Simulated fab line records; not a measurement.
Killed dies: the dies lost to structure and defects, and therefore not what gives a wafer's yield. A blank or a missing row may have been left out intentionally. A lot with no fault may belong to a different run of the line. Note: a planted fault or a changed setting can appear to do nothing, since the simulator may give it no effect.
fab line records | flow n5_finfet
record: lots: 7 wafers: 21
route steps=1938 shown BEOL_M4@1027 BEOL_M5@1160 BEOL_M6@1239 BEOL_M7@1280 BEOL_M8@1362
start_h: hours from the record's first day to the start of the lot's first wafer shown | wait_h: hours elapsed since this lot's preceding step | " repeats the value in the row above | L1.1+2: a row that stands for several wafers | - no value, or no start was given | * or withheld: withheld | < > ~ a bound
route shown NAME@n: names a module that has steps shown in the file, with the first one's number in the route | usual: mean/standard deviation of fault-free wafers | same: alike in all rows | chamber/n: place in a boat | sites: readings site by site | _std_site: standard deviation across them | _edge_site: mean of outer sites minus mean of inner sites | radius_mm: for every site, how far away it sits from the centre of the wafer | mask NAME#n: copy n | behind: the most recent tool/chamber to have shaped the wafer | hold: what put the lot on hold/how long, in hours/how the hold closed | device: the n, p or np transistor that did not switch | end of line: at the end of the route, the tests of the same wafers | where a step has no rows: the recipe by itself | killed: dies lost to structure and defects at the first sort, not the wafer's yield | map: per-die view of a wafer (x killed, . not killed, _ where there is no die)
set.NAME: the run value of the setting; set.NAME@STEP: its run value at that earlier step | model.NAME: the simulator's own value behind a step, which no gauge read
lots where settings were altered on purpose, with a table for each step and a row for each wafer
== steps ==
step: N5_BEOL_M4_COAT_73
recipe: resist: underlayer temp_c: 205 time_s: 60 spin_rpm: 1500 resist_thk_nm: 5
columns lot.wafer tool chamber start_h wait_h set.spin_rpm
L075.1+3 litho_track-02 0 - - 1448
L075.6 " 0 " " 1500
L077.3 litho_track-03 0 - - 1500
L077.4+6 " 0 " " 1570
L082.4+5+6 litho_track-04 0 - - 1500
L089.2+4+6 litho_track-03 0 - - 1500
L092.2+4 litho_track-02 0 - - 1667
L092.3 " 0 " " 1500
L096.2+5+6 litho_track-04 0 - - 1500
L097.2+3+6 litho_track-04 0 - - 1500
step: N5_BEOL_M4_COAT_05
recipe: resist: CAR-EUV spin_rpm: 1500 resist_thk_nm: 30
step: N5_BEOL_M4_EBR_07
recipe: solvent: PGMEA ebr_width_mm: 1.5
step: N5_BEOL_M4_DESCUM_16
recipe: chemistry: O2 time_s: 7 source_power_w: 50 bias_power_w: 20 pressure_mtorr: 20 rf_frequency_hz: 2.712e+07 temp_c: 40 resist: CAR-EUV o2_flow_sccm: 225
step: N5_BEOL_M4_ETCH_74
recipe: chemistry: N2/H2 target: underlayer target_depth_a: 65 mask_material: CAR-EUV time_s: 5.2 ion_energy_ev: 200 pressure_mtorr: 30 source_w: 840 bias_w: 150 n2_flow_sccm: 200 h2_flow_sccm: 200 ends: cleared
columns lot.wafer tool chamber start_h wait_h set.spin_rpm@BEOL_M4_COAT_73 model.etch.depth_nm
L075.1 rie_diel-04 0 160.05 0.0 1448 5.077
L075.3 " 2 " " 1448 5.087
L075.6 " 0 " " 1500 4.996
L077.3 rie_diel-04 2 179.76 0.0 1500 5.009
L077.4 " 1 " " 1570 4.9
L077.6 " 2 " " 1570 4.904
L082.4 rie_diel-01 3 200.91 0.0 1500 5.014
L082.5 " 1 " " 1500 5.017
L082.6 " 2 " " 1500 5.021
L089.2 rie_diel-04 0 239.85 0.0 1500 5.012
L089.4 " 2 " " 1500 5.008
L089.6 " 3 " " 1500 4.991
L092.2 rie_diel-05 2 266.01 0.0 1667 4.756
L092.3 " 3 " " 1500 5.003
L092.4 " 1 " " 1667 4.743
L096.2 rie_diel-05 0 286.20 0.0 1500 4.988
L096.5 " 3 " " 1500 5.003
L096.6 " 0 " " 1500 5.007
L097.2 rie_diel-04 1 300.22 0.0 1500 4.995
L097.3 " 2 " " 1500 4.98
L097.6 " 1 " " 1500 4.991
step: N5_BEOL_M4_ETCH_63
recipe: chemistry: CF4 target: SiARC target_depth_a: 156 mask_material: CAR-EUV time_s: 26 ion_energy_ev: 80 pressure_mtorr: 40 source_w: 545 bias_w: 36 Ar_flow_sccm: 100 cf4_flow_sccm: 100 ends: cleared
columns lot.wafer tool chamber start_h wait_h set.spin_rpm@BEOL_M4_COAT_62 model.CAR-EUV_of_BEOL_M4_COAT_05.thk_nm model.etch.depth_nm
L075.1 rie_diel-04 0 160.07 0.0 1565 11.2 11.75
L075.3 " 2 " " 1500 11 11.98
L075.6 " 0 " " 1565 11.2 11.76
L077.3 rie_diel-04 2 179.77 0.0 1500 11.2 11.97
L077.4 " 1 " " 1500 11.2 11.98
L077.6 " 2 " " 1500 11.4 11.99
L082.4 rie_diel-01 3 200.93 0.0 1549 11.4 11.88
L082.5 " 1 " " 1549 11.4 11.83
L082.6 " 2 " " 1500 11 12.06
L089.2 rie_diel-04 0 239.86 0.0 1500 11.2 12.06
L089.4 " 2 " " 1500 11.2 12
L089.6 " 3 " " 1500 11.4 12
L092.2 rie_diel-05 2 266.03 0.0 1600 11.6 11.73
L092.3 " 3 " " 1500 11.2 12.11
L092.4 " 1 " " 1600 11.8 11.7
L096.2 rie_diel-05 0 286.22 0.0 1500 11.2 12
L096.5 " 3 " " 1552 11.4 11.77
L096.6 " 0 " " 1552 11.4 11.81
L097.2 rie_diel-04 1 300.24 0.0 1450 10.6 12.23
L097.3 " 2 " " 1500 11 12.02
L097.6 " 1 " " 1450 10.6 12.24
step: N5_BEOL_M5_TRENCH_ETCH_37
recipe: chemistry: C4F6/O2 target_depth_a: 716.52 target: SiCOH_lowk time_s: 24.7 ion_energy_ev: 250 pressure_mtorr: 30 source_w: 345 bias_w: 185 Ar_flow_sccm: 300 C4F6_flow_sccm: 10 O2_flow_sccm: 10
usual: rf_vpp_V: 654/14
columns lot.wafer tool chamber start_h wait_h set.bias_w rf_vpp_V
L075.1 rie_diel-02 2 - - 185 645
L075.3 " 1 " " 157.8 562
L075.6 " 1 " " 157.8 563
L077.3 rie_diel-03 1 - - 185 648
L077.4 " 3 " " 185 637
L077.6 " 1 " " 185 647
L082.4 rie_diel-02 0 - - 158.9 589
L082.5 " 1 " " 185 638
L082.6 " 0 " " 158.9 590
L089.2 rie_diel-03 2 - - 185 665
L089.4 " 1 " " 185 646
L089.6 " 2 " " 185 664
L092.2 rie_diel-03 1 - - 173.5 615
L092.3 " 2 " " 173.5 630
L092.4 " 3 " " 185 647
L096.2 rie_diel-02 0 - - 194 692
L096.5 " 0 " " 194 693
L096.6 " 2 " " 185 643
L097.2 rie_diel-06 2 - - 185 649
L097.3 " 0 " " 185 686
L097.6 " 3 " " 209 721
step: N5_BEOL_M5_ETCH_41
recipe: chemistry: CH3F/O2 target: SiCN target_depth_a: 315 taper_deg: 2 time_s: 56.7 ion_energy_ev: 120 mask_material: TiN pressure_mtorr: 30 source_w: 395 bias_w: 75 Ar_flow_sccm: 150 CH3F_flow_sccm: 30 O2_flow_sccm: 20
usual: rf_vpp_V: 297.0/2
columns lot.wafer tool chamber start_h wait_h set.source_w rf_vpp_V
L075.1 rie_diel-02 2 - - 395 296.9
L075.3 " 1 " " 395 297.1
L075.6 " 1 " " 395 297.1
L077.3 rie_diel-03 1 - - 351.2 311.4
L077.4 " 3 " " 395 295.0
L077.6 " 1 " " 395 299.9
L082.4 rie_diel-02 0 - - 395 293.9
L082.5 " 1 " " 395 296.7
L082.6 " 0 " " 416.5 288.2
L089.2 rie_diel-03 2 - - 395 294.9
L089.4 " 1 " " 395 299.3
L089.6 " 2 " " 395 296.4
L092.2 rie_diel-03 1 - - 395 299.9
L092.3 " 2 " " 395 295.5
L092.4 " 3 " " 395 299.8
L096.2 rie_diel-02 0 - - 363.3 301.8
L096.5 " 0 " " 395 294.2
L096.6 " 2 " " 363.3 305.1
L097.2 rie_diel-06 2 - - 395 296.5
L097.3 " 0 " " 395 299.2
L097.6 " 3 " " 395 297.5
step: N5_BEOL_M6_TRENCH_ETCH_37
recipe: chemistry: C4F6/O2 target_depth_a: 944.35 target: SiCOH_lowk time_s: 31.5 ion_energy_ev: 250 pressure_mtorr: 30 source_w: 345 bias_w: 185 Ar_flow_sccm: 300 C4F6_flow_sccm: 10 O2_flow_sccm: 10
columns lot.wafer tool chamber start_h wait_h set.source_w model.BEOL_M6.feature_depth_nm model.etch.depth_nm
L075.1 rie_diel-05 1 - - 376.5 99.4 99.39
L075.3 " 3 " " 345 95 95.01
L075.6 " 1 " " 376.5 99.2 99.13
L077.3 rie_diel-05 0 - - 367 98.2 98.28
L077.4 " 3 " " 345 94.6 94.65
L077.6 " 0 " " 345 95.8 95.76
L082.4 rie_diel-01 3 - - 345 94 93.93
L082.5 " 1 " " 365.8 93 93.02
L082.6 " 2 " " 365.8 95.4 95.4
L089.2 rie_diel-05 2 - - 345 89.2 89.13
L089.4 " 1 " " 345 95.6 95.58
L089.6 " 2 " " 345 88.8 88.77
L092.2 rie_diel-01 3 - - 311 89.2 89.18
L092.3 " 2 " " 345 94.4 94.32
L092.4 " 0 " " 311 89.4 89.43
L096.2 rie_diel-01 1 - - 345 97.8 97.87
L096.5 " 2 " " 291.4 86.4 86.43
L096.6 " 3 " " 345 93.4 93.45
L097.2 rie_diel-04 3 - - 398.1 102.4 102.3
L097.3 " 0 " " 345 91.2 91.12
L097.6 " 1 " " 345 93.8 93.81
step: N5_BEOL_M6_ETCH_41
recipe: chemistry: CH3F/O2 target: SiCN target_depth_a: 297 taper_deg: 2 time_s: 52 ion_energy_ev: 120 mask_material: TiN pressure_mtorr: 30 source_w: 395 bias_w: 75 Ar_flow_sccm: 150 CH3F_flow_sccm: 30 O2_flow_sccm: 20
step: N5_BEOL_M6_STRIP_80
recipe: chemistry: N2/H2 time_s: 10 power_w: 450 temp_c: 40 pressure_mtorr: 20 rf_frequency_hz: 6e+07 bias_power_w: 7 n2_flow_sccm: 200 h2_flow_sccm: 200
step: N5_BEOL_M6_OCD_MEAS_38
usual: trench_depth_nm: 94.0/2.3
columns lot.wafer tool chamber start_h wait_h set.source_w@BEOL_M6_TRENCH_ETCH_37 trench_depth_nm
L075.1 ocd-01 - 185.99 - 376.5 99.7
L075.3 " - " " 345 95.2
L075.6 " - " " 376.5 99.2
L077.3 ocd-02 - 207.36 - 367 98.3
L077.4 " - " " 345 94.7
L077.6 " - " " 345 95.6
L082.4 ocd-01 - 235.02 - 345 94.0
L082.5 " - " " 365.8 93.3
L082.6 " - " " 365.8 95.4
L089.2 ocd-01 - 264.97 - 345 88.9
L089.4 " - " " 345 95.8
L089.6 " - " " 345 88.7
L092.2 ocd-02 - 297.58 - 311 89.2
L092.3 " - " " 345 94.5
L092.4 " - " " 311 88.9
L096.2 ocd-02 - 313.04 - 345 98.0
L096.5 " - " " 291.4 86.6
L096.6 " - " " 345 93.5
L097.2 ocd-02 - 326.80 - 398.1 102.8
L097.3 " - " " 345 91.0
L097.6 " - " " 345 93.8
step: N5_BEOL_M7_ETCH_61
recipe: chemistry: CF4 target: SiARC target_depth_a: 455 mask_material: CAR-ArF time_s: 75.8 ion_energy_ev: 80 pressure_mtorr: 40 source_w: 545 bias_w: 36 Ar_flow_sccm: 100 cf4_flow_sccm: 100 ends: cleared
usual: etch_rf_on_time_s: 77.2/1.9 rf_vpp_V: 183.9/1.5
columns lot.wafer tool chamber start_h wait_h set.source_w etch_rf_on_time_s rf_vpp_V
L075.1 rie_diel-03 2 193.21 0.0 570.5 74.0 181.8
L075.3 " 1 " " 545 76.4 184.0
L075.6 " 1 " " 545 76.8 186.9
L077.3 rie_diel-03 2 214.81 0.0 545 76.7 183.9
L077.4 " 3 " " 545 78.3 183.6
L077.6 " 2 " " 582.6 72.6 179.6
L082.4 rie_diel-03 2 242.48 0.0 545 77.4 184.5
L082.5 " 1 " " 545 77.3 186.1
L082.6 " 3 " " 545 78.3 181.6
L089.2 rie_diel-03 1 269.84 0.0 545 77.2 185.1
L089.4 " 2 " " 545 77.9 184.6
L089.6 " 1 " " 545 77.1 186.3
L092.2 rie_diel-03 1 302.45 0.0 625.9 68.3 177.6
L092.3 " 2 " " 545 77.7 183.4
L092.4 " 0 " " 545 78.2 184.7
L096.2 rie_diel-06 3 318.63 0.0 475.1 84.6 193.1
L096.5 " 3 " " 475.1 85.2 194.0
L096.6 " 0 " " 545 73.1 185.6
L097.2 rie_diel-03 3 334.76 0.0 484.8 85.1 193.4
L097.3 " 1 " " 545 78.3 185.2
L097.6 " 0 " " 545 77.5 185.0
step: N5_BEOL_M7_COAT_71
recipe: resist: underlayer temp_c: 205 time_s: 60 spin_rpm: 1500 resist_thk_nm: 5
columns lot.wafer tool chamber start_h wait_h set.spin_rpm
L075.1+3 litho_track-04 0 - - 1550
L075.6 " 0 " " 1500
L077.3+6 litho_track-04 0 - - 1360
L077.4 " 0 " " 1500
L082.4+5 litho_track-04 0 - - 1500
L082.6 " 0 " " 1448
L089.2+4+6 litho_track-05 0 - - 1500
L092.2+3+4 litho_track-03 0 - - 1639
L096.2 litho_track-03 0 - - 1382
L096.5+6 " 0 " " 1500
L097.2+6 litho_track-03 0 - - 1591
L097.3 " 0 " " 1500
step: N5_BEOL_M7_COAT_22
recipe: resist: CAR-EUV spin_rpm: 1500 resist_thk_nm: 30
step: N5_BEOL_M7_EBR_24
recipe: solvent: PGMEA ebr_width_mm: 1.5
step: N5_BEOL_M7_DESCUM_33
recipe: chemistry: O2 time_s: 7 source_power_w: 50 bias_power_w: 20 pressure_mtorr: 20 rf_frequency_hz: 2.712e+07 temp_c: 40 resist: CAR-EUV o2_flow_sccm: 225
step: N5_BEOL_M7_ETCH_72
recipe: chemistry: N2/H2 target: underlayer target_depth_a: 65 mask_material: CAR-EUV time_s: 5.2 ion_energy_ev: 200 pressure_mtorr: 30 source_w: 840 bias_w: 150 n2_flow_sccm: 200 h2_flow_sccm: 200 ends: cleared
columns lot.wafer tool chamber start_h wait_h set.spin_rpm@BEOL_M7_COAT_71 model.etch.depth_nm
L075.1 rie_diel-03 3 195.89 0.0 1550 4.949
L075.3 " 1 " " 1550 4.931
L075.6 " 3 " " 1500 5.022
L077.3 rie_diel-06 0 217.21 0.0 1360 5.26
L077.4 " 3 " " 1500 5.014
L077.6 " 3 " " 1360 5.267
L082.4 rie_diel-02 2 245.42 0.0 1500 4.987
L082.5 " 3 " " 1500 5
L082.6 " 0 " " 1448 5.078
L089.2 rie_diel-06 1 270.96 0.0 1500 5.027
L089.4 " 1 " " 1500 5.015
L089.6 " 3 " " 1500 5.014
L092.2 rie_diel-03 2 306.36 0.0 1639 4.803
L092.3 " 0 " " 1639 4.808
L092.4 " 1 " " 1639 4.783
L096.2 rie_diel-06 3 322.82 0.0 1382 5.206
L096.5 " 0 " " 1500 4.986
L096.6 " 3 " " 1500 4.993
L097.2 rie_diel-03 3 336.37 0.0 1591 4.878
L097.3 " 1 " " 1500 5.006
L097.6 " 0 " " 1591 4.857
step: N5_BEOL_M8_EXPOSE_25
recipe: mask_id: V7 na: 0.33 source_shape: annular sigma_inner: 0.4 sigma_outer: 0.8 polarization: unpolarized target_cd_nm: 40 dose_mj: 42.5
columns lot.wafer tool chamber start_h wait_h mask set.dose_mj
L075.1+3 euv_scanner-02 0 204.93 - V7#0 41.08
L075.6 " 0 " " V7#0 42.5
L077.3+4 euv_scanner-02 0 226.40 - V7#0 41.35
L077.6 " 0 " " V7#0 42.5
L082.4+6 euv_scanner-01 0 251.51 - V7#0 45.49
L082.5 " 0 " " V7#0 42.5
L089.2+4+6 euv_scanner-02 0 277.95 - V7#0 42.5
L092.2+4 euv_scanner-02 0 312.72 - V7#0 42.5
L092.3 " 0 " " V7#0 44.45
L096.2+5+6 euv_scanner-01 0 333.04 - V7#0 42.5
L097.2+6 euv_scanner-01 0 343.15 - V7#0 40.02
L097.3 " 0 " " V7#0 42.5
step: N5_BEOL_M8_PEB_26
recipe: peb_temp_c: 100 peb_time_s: 60 resist: CAR-EUV
step: N5_BEOL_M8_DEVELOP_27
recipe: develop_time_s: 30 developer: TMAH resist: CAR-EUV rinse_liquid: surfactant_rinse dry: air_spin dev_temp_c: 23
step: N5_BEOL_M8_CD_MEAS_28
recipe: target_cd_nm: 40 landing_energy_ev: 500 detector: se_inlens
usual: cd_nm: 40.02/0.25
columns lot.wafer tool chamber start_h wait_h set.dose_mj@BEOL_M8_EXPOSE_25 cd_nm
L075.1 cd_sem-02 0 205.06 - 41.08 39.39
L075.3 " 0 " " 41.08 39.50
L075.6 " 0 " " 42.5 40.07
L077.3 cd_sem-03 0 226.52 - 41.35 39.55
L077.4 " 0 " " 41.35 39.82
L077.6 " 0 " " 42.5 40.09
L082.4 cd_sem-01 0 251.62 - 45.49 41.10
L082.5 " 0 " " 42.5 39.59
L082.6 " 0 " " 45.49 41.26
L089.2 cd_sem-02 0 278.08 - 42.5 39.98
L089.4 " 0 " " 42.5 39.86
L089.6 " 0 " " 42.5 39.93
L092.2 cd_sem-01 0 312.85 - 42.5 40.15
L092.3 " 0 " " 44.45 40.83
L092.4 " 0 " " 42.5 39.85
L096.2 cd_sem-03 0 333.17 - 42.5 40.22
L096.5 " 0 " " 42.5 40.18
L096.6 " 0 " " 42.5 40.15
L097.2 cd_sem-01 0 343.27 - 40.02 39.18
L097.3 " 0 " " 42.5 39.83
L097.6 " 0 " " 40.02 39.03
step: N5_BEOL_M8_DESCUM_33
recipe: chemistry: O2 time_s: 7 source_power_w: 50 bias_power_w: 20 pressure_mtorr: 20 rf_frequency_hz: 2.712e+07 temp_c: 40 resist: CAR-EUV o2_flow_sccm: 225
columns lot.wafer tool chamber start_h wait_h set.dose_mj@BEOL_M8_EXPOSE_25 model.BEOL_M8.cd_nm
L075.1+3 rie_diel-05 1,3 205.19 0.0 41.08 39.2
L075.6 " 0 " " 42.5 40.2
L077.3 rie_diel-04 0 226.64 0.0 41.35 39.4
L077.4 " 3 " " 41.35 39.2
L077.6 " 1 " " 42.5 40
L082.4 rie_diel-01 3 251.74 0.0 45.49 41
L082.5 " 0 " " 42.5 39.6
L082.6 " 3 " " 45.49 41.2
L089.2+6 rie_diel-01 0 278.47 0.3 42.5 39.8
L089.4 " 3 " " 42.5 40.2
L092.2+4 rie_diel-01 2,1 313.29 0.4 42.5 40
L092.3 " 3 " " 44.45 40.8
L096.2+6 rie_diel-04 0,2 333.29 0.0 42.5 40.2
L096.5 " 1 " " 42.5 40
L097.2+6 rie_diel-04 3,0 343.39 0.0 40.02 39
L097.3 " 1 " " 42.5 40
== key ==
split: step: N5_BEOL_M4_COAT_73 setting: spin_rpm stated: 1500 by: wafer
response: step: N5_BEOL_M4_ETCH_74 reading: model.etch.depth_nm change: -0.0229 per: 1% r: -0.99
split: step: N5_BEOL_M5_TRENCH_ETCH_37 setting: bias_w stated: 185 by: wafer
response: step: N5_BEOL_M5_TRENCH_ETCH_37 reading: rf_vpp_V change: +4.64 per: 1% r: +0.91
split: step: N5_BEOL_M5_ETCH_41 setting: source_w stated: 395 by: wafer
response: step: N5_BEOL_M5_ETCH_41 reading: rf_vpp_V change: -1.24 per: 1% r: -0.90
split: step: N5_BEOL_M6_TRENCH_ETCH_37 setting: source_w stated: 345 by: wafer
response: step: N5_BEOL_M6_TRENCH_ETCH_37 reading: model.BEOL_M6.feature_depth_nm change: +0.551 per: 1% r: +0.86
response: step: N5_BEOL_M6_TRENCH_ETCH_37 reading: model.etch.depth_nm change: +0.55 per: 1% r: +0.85
response: step: N5_BEOL_M6_OCD_MEAS_38 reading: trench_depth_nm change: +0.568 per: 1% r: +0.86
split: step: N5_BEOL_M7_ETCH_61 setting: source_w stated: 545 by: wafer
response: step: N5_BEOL_M7_ETCH_61 reading: etch_rf_on_time_s change: * per: 1% r: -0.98
response: step: N5_BEOL_M7_ETCH_61 reading: rf_vpp_V change: -0.579 per: 1% r: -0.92
split: step: N5_BEOL_M7_COAT_71 setting: spin_rpm stated: 1500 by: wafer
response: step: N5_BEOL_M7_ETCH_72 reading: model.etch.depth_nm change: -0.026 per: 1% r: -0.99
split: step: N5_BEOL_M8_EXPOSE_25 setting: dose_mj stated: 42.5 by: wafer
response: step: N5_BEOL_M8_CD_MEAS_28 reading: cd_nm change: +0.182 per: 1% r: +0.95
response: step: N5_BEOL_M8_DESCUM_33 reading: model.BEOL_M8.cd_nm change: +0.206 per: 1% r: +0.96
split outside_this_file step=N5_BEOL_M4_COAT_62 setting=spin_rpm
split outside_this_file: this setting was split too, and the file shows its column; the key of that split is in another file
